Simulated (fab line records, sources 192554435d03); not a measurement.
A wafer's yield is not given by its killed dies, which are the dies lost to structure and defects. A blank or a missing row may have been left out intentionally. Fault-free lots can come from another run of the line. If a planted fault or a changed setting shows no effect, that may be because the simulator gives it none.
8D (eight disciplines) problem report, filled in by code + flow n5-finfet + the parts of the form that need people (team, actions taken, sign-off) are left out

== 1. WHAT WENT WRONG ==
At N5_BEOL_M15_CMP_49, barrier-field-endpoint-s averages 13.12 s over 3 wafers from 2 lots, while fault-free wafers read 11.35 s, standard deviation 0.28. Measured from the usual mean, that is +6.3 standard deviations.
The step: polishes, stops on SiO2, t overpolish 4.9 s, target thk 850 nm.
The first sign was on wafer L793.4 at day 13 22:06, on cmp-02. The record has a number at this step for 30 wafers belonging to 11 lots. By rule, "out" or "out of limits" means more than 4 standard deviations away from the usual mean. All remaining wafers that have a number are taken as sound.

== 2. WHAT IT IS, AND WHAT IT ISN'T ==
| question                    | is                       | is not                                                                                             |
|-----------------------------|--------------------------|----------------------------------------------------------------------------------------------------|
| which readings at this step | barrier-field-endpoint-s | head-pressure-psi, motor-current-A, slurry-filter-dp-kPa                                           |
| which lots                  | L793, L796               | L787, L788, L789, L795, L801, L804, L806, L807, L808                                               |
| which wafers of those lots  | L793.4, L796.4, L796.6   | L793.2                                                                                             |
| read on which tools         | cmp-02                   | cmp-03, cmp-04                                                                                     |
| when                        | from day 13 22:06        | up to then (10 sound wafers); but 17 sound wafers of L795, L801, L804, L806, L807, L808 came after |

== 3. SUSPECTS, AND WHAT RULES EACH OUT ==
Counting: any tool at a process step up to the reading remains a suspect provided it ran every lot that is out. Sound lots after the first of them don't rule it out here, since some wafers of a struck lot are sound.
- pvd-sputter-02 at N5_BEOL_M15_SPUTTER_43 (material TaN, target thk 15 nm, time 24.19 s): kept. It processed each lot that is out (first: L793, day 13 21:14); up to then, its last sound lot is L789 (day 12 20:56).
- cmp-02 at N5_BEOL_M15_CMP_49 (polishes, stops on SiO2, t overpolish 4.9 s, target thk 850 nm): kept. It processed each lot that is out (first: L793, day 13 22:06); up to then, its last sound lot is L788 (day 12 14:38). Its own barrier-field-endpoint-s readings are out on those wafers.
- Within cmp-02 at N5_BEOL_M15_CMP_49: the wafers that are out ran in chambers 0, 3; their sound lot-mates ran in chamber 2.
Left after counting: pvd-sputter-02 at N5_BEOL_M15_SPUTTER_43, cmp-02 at N5_BEOL_M15_CMP_49.

== 4. THE CAUSE (what the simulator had put in) ==
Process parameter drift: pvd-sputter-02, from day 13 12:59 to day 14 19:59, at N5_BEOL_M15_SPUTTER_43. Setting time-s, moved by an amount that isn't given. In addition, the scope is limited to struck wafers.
Counting left 2 suspects, and this tool is among them.

== 5. SEQUENCE OF EFFECTS, ordered by route ==
Rows list readings where the struck wafers' mean (over those with a number) sits beyond 3 standard deviations from the usual. Only readings whose record carries a usual standard deviation are examined. hours: median over the lots of the time between each lot's start at the first step of this table that gives one and its start at this step. sigmas: the change, counted in usual standard deviations.
| hours | step               | reading                  | usual   | on struck wafers | change | sigmas |
|-------|--------------------|--------------------------|---------|------------------|--------|--------|
| 0     | N5_BEOL_M15_CMP_49 | barrier-field-endpoint-s | 11.35 s | 13.12            | +1.77  | +6.3   |
It contains these process steps:
- N5_BEOL_M15_CMP_49: polishes, stops on SiO2, t overpolish 4.9 s, target thk 850 nm.
Later steps that measure or inspect, where all struck wafers having a row at the step show a number for every such reading and not one has moved that far: N5_BEOL_M15_INSPECT_55.

== 6. HOW IT WOULD HAVE BEEN CAUGHT EARLIER ==
In this record the first reading out of limits was taken at day 13 22:06, 9 hours after the fault began at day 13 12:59.
Of the tool readings at N5_BEOL_M15_SPUTTER_43 for which the record gives a usual standard deviation, none was out on any struck wafer, so an alarm limit of 4 standard deviations on them would not have fired.
L796, from the lots that are out (2), started N5_BEOL_M15_SPUTTER_43 on pvd-sputter-02 later than day 13 22:06. A tool hold placed at that time would have kept it from harm.
